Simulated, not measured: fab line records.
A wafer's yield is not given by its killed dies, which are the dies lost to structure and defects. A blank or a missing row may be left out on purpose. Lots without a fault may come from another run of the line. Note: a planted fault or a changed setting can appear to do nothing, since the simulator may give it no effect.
A struck lot beside a sound one	flow nand_harc	15 steps out of a route of 1302
Sound: wafers L548.2, L548.4, L548.5. The struck wafers were L554.1, L554.2, L554.5. Last of all comes the cause.
Order at every step that has rows: each side's tool, ch and its chambers, its first start. Under that, the readings that differ: sound wafers	struck wafers	difference of the means	sigmas: that difference in standard deviations of wafers without a fault.
alike: words and numbers the same on both sides, and readings whose means are apart by under 2 such deviations; not compared: readings that were withheld, readings missing a value for some wafer, numbers with overlapping values and no deviation given by the record, and bounds like >300 which may hide the same value.
A row with sigmas, a row that says differs or no value, or rows on one side alone: a step with any of these is where the two part. Numbers that don't overlap but have no deviation are shown without sigmas and don't part them. A reading missing from all wafers of one side parts the sides only when that side holds two or more wafers.

NHARC_P_GATE_DESCUM_93: chemistry O2, time 3 s.
  sound on rie_diel-12 ch 1,2,3, day 6 03:56; struck on rie_diel-12 ch 0,1, day 8 18:09
  alike: chamber_pressure_mTorr, drypump_motor_current_A, oes_product_au, rf_vpp_V, showerhead_plenum_p_Torr, throttle_valve_pct
  not compared: rf_hours_counter_h
following that, these wafers have no rows for 1 step: NHARC_P_GATE_IMPLANT_94.
NHARC_P_GATE_STRIP_113: strips in N2/H2, time 740 s.
  sound on plasma_asher-02 ch 0,1, day 6 04:19; struck on plasma_asher-01 ch 0,1, day 8 18:32
  alike: drypump_motor_current_A, heater_power_w, temp_c
  not compared: rf_hours_counter_h
NHARC_P_GATE_STRIP_95: strips in O2.
  sound on plasma_asher-02 ch 0,1, day 6 05:02; struck on plasma_asher-01 ch 0,1, day 8 19:14
  alike: drypump_motor_current_A, heater_power_w, temp_c
  not compared: rf_hours_counter_h
then, 3 steps without rows for these wafers: NHARC_P_GATE_STRIP_96 (strips in SPM, time 900 s); NHARC_P_GATE_RTA_64 (time 1 s); NHARC_P_GATE_ETCH_77 (etches SiO2 in dHF, target depth 6 nm).
NHARC_P_GATE_DEGAS_109: time 60 s.
  sound: pvd_sputter-02 at day 6 05:54; struck: pvd_sputter-01 at day 8 20:07
reading	sound	struck	difference	sigmas
susceptor_temp_C (C)	- - -	299.59 300.35 300.00	no value on the sound wafers	
  alike: heater_power_w
then, 4 steps without rows for these wafers: NHARC_P_GATE_PRE_CLEAN_110 (time 30 s); NHARC_P_GATE_SPUTTER_78 (material Ni, target thk 10 nm); NHARC_P_GATE_SPUTTER_79 (material TiN, target thk 10 nm); NHARC_P_GATE_RTA_80 (time 30 s).
NHARC_P_GATE_STRIP_67: strips in SPM, time 600 s.
  sound on wet_bench-01 ch 1,2,3, day 6 06:26; struck on wet_bench-06 ch 0,1,7, day 8 20:38
reading	sound	struck	difference	sigmas
bath_guard_temp_C (C)	129.3 129.4 129.7	125.9 125.6 125.2	-3.9	-8
temp_c (C)	130.28 129.86 129.90	125.46 125.43 125.40	-4.58	-35
NHARC_P_GATE_RTA_82: time 30 s.
  sound on rtp_anneal-02 ch 0, day 6 06:41; struck on rtp_anneal-02 ch 0, day 8 20:53
  alike: lamp_power_pct, wafer_temp_C_max
-- the record jumps here: 18 days lie between the struck wafers' starts before and after (it left off in module P_GATE and takes up again in module END, whose first step shown is number 1302 of the route) --
NHARC_END_SORT_01:
  only the struck wafers appear in the record here, on prober-01 ch 0 at day 27 07:24; the sound ones have no rows

WHERE THEY PART
Last at NHARC_END_SORT_01 as far as this record goes, first at NHARC_P_GATE_DEGAS_109.

WHY: whatever the simulator had introduced
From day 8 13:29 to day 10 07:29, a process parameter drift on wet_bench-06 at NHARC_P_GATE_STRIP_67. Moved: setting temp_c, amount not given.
